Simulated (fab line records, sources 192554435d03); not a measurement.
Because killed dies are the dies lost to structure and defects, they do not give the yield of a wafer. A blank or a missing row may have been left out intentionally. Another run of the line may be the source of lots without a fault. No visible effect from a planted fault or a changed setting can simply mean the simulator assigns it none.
A lot that was struck, set against a sound lot ; flow n5_finfet ; 15 out of 1938 route steps
Sound: the wafers L794.4, L794.5, L794.6. Struck: wafers L806.5, L806.6 (left out: L806.2, a lot-mate that was not struck); the cause follows at the end.
For every step that has rows: the tool of each side, followed by ch and its chambers, followed by its first start. Under that, the readings that differ: sound wafers ; struck wafers ; difference of the means ; sigmas: that difference in standard deviations of wafers without a fault.
alike: readings whose means differ by less than 2 such deviations, and words and numbers that are the same on both sides. not compared: withheld readings, readings that some wafer has no value for, bounds like >300 that may hide the same value, and numbers for which the record gives no deviation and whose values overlap.
Wherever a step has rows on one side only, a row that says differs or no value, or a row with sigmas, the two part there. Numbers that have no deviation but don't overlap get no sigmas and don't part them. A reading missing from all wafers of one side parts the sides only when that side holds two or more wafers.

first, 3 steps without rows for these wafers: N5_BEOL_M15_SPUTTER_45 (material Cu, target thk 100 nm, time 16.67 s); N5_BEOL_M15_ECD_47 (material Cu, target thk 1860 nm); N5_BEOL_M15_ANNEAL_48 (time 90 s).
N5_BEOL_M15_CMP_49: polishes, stops on SiO2, t overpolish 4.9 s, target thk 850 nm.
  sound on cmp-03 ch 1,2,3, day 10 19:23; struck on cmp-02 ch 0,1, day 15 14:50
  alike: barrier_field_endpoint_s, motor_current_A, overpolish_run_s
N5_BEOL_M15_THK_MEAS_50: measures by xrf.
  sound on film_metro-02, day 10 19:36; struck on film_metro-01, day 15 15:04
  alike: M15_THK
then, 1 step without rows for these wafers: N5_BEOL_M15_PRE_CLEAN_52 (time 15 s).
N5_BEOL_M15_DEP_53: deposits SiCN from 3MS/NH3, target thk 50 nm, time 17.8 s.
  sound on pecvd-02 ch 0,1,2, day 10 19:41; struck on pecvd-03 ch 0,2, day 15 15:08
  alike: showerhead_plenum_p_Torr, throttle_valve_pct
N5_BEOL_M15_RS_MEAS_54: measurement is done with a four-point probe.
  sound on film_metro-02, day 10 19:44; struck on film_metro-02, day 15 15:13
  alike: M15_RS
N5_BEOL_M15_INSPECT_55: inspects for defects (darkfield).
  sound on defect_inspect-02, day 10 19:46; struck on defect_inspect-01, day 15 15:14
reading;sound;struck;difference;sigmas
raw_defect_count;147 91 122;59 60;-60;-2
N5_BEOL_M15_RC_MEAS_101:
  sound on prober-01 ch 0, day 10 20:14; struck on prober-01 ch 0, day 15 15:25
reading;sound;struck;difference;sigmas
SERP_M14 (ohm/um);0.154 0.153 0.154;0.167 0.179;+0.019;+3
SERP_M14_max_site (ohm/um);0.155 0.154 0.156;0.168 0.179;+0.018;+2
  alike: COMB_M10, COMB_M11, COMB_M12, COMB_M12_max_site, COMB_M13, COMB_M14, COMB_M14_max_site, COMB_M15, COMB_M5, COMB_M5_max_site, COMB_M6, COMB_M7, COMB_M8, COMB_M9, SERP_M10, SERP_M11, SERP_M12, SERP_M13, SERP_M5, SERP_M6, SERP_M7, SERP_M8, SERP_M9
N5_PASSIVATION_PECVD_00: deposits SiO2 from SiH4/N2O, target thk 200 nm, time 11.2 s.
  sound on pecvd-01 ch 0,1,2, day 10 20:46; struck on pecvd-04 ch 0,2, day 15 16:14
reading;sound;struck;difference;sigmas
heater_power_w (W);643 617 620;523 542;-94;-2
  alike: showerhead_plenum_p_Torr, throttle_valve_pct
N5_MIM_BOT_DEGAS_01: time 60 s.
  sound on pvd_sputter-02, day 10 21:19; struck on pvd_sputter-02, day 15 19:00
  alike: heater_power_w
N5_MIM_BOT_SPUTTER_00: material TiN, target thk 35 nm, time 89.7 s.
  sound on pvd_sputter-02, day 10 21:21; struck on pvd_sputter-02, day 15 19:02
reading;sound;struck;difference;sigmas
model.TiN_of_MIM_BOT_SPUTTER_00.thk_nm (nm);35.2 34.8 35.4;10.8 10.8;-24.3;
  alike: throttle_valve_pct
N5_MIM_TOP_ALD_00: deposits Al2O3, purge time 3 s, co reactant pulse time 3 s.
  sound on ald_hk-02 ch 0,2,3, day 10 21:27; struck on ald_hk-02 ch 1,2, day 15 19:08
  alike: precursor_pulse_height_rel
N5_PASSIVATION_PROBE_49:
  sound on prober-02, day 11 13:47; struck on prober-02, day 16 10:47
  alike: defect_limited_yield, killed_at_M0_to_M3, killed_at_M4_up, killed_at_contacts, killed_at_front_end, killed_at_other, killed_dies, killed_open, killed_short, sort_bin_4_leakage, sort_bin_5_function, sort_bin_6_memory, sort_bin_8_speed, sort_n_pass, sort_yield_pct

## WHERE THEY PART
First at N5_BEOL_M15_INSPECT_55; last, within this record, at N5_PASSIVATION_PECVD_00. Later steps at which nothing parts them and some readings are alike: N5_MIM_BOT_DEGAS_01, N5_MIM_BOT_SPUTTER_00, N5_MIM_TOP_ALD_00, N5_PASSIVATION_PROBE_49.

WHY: what had been put in by the simulator
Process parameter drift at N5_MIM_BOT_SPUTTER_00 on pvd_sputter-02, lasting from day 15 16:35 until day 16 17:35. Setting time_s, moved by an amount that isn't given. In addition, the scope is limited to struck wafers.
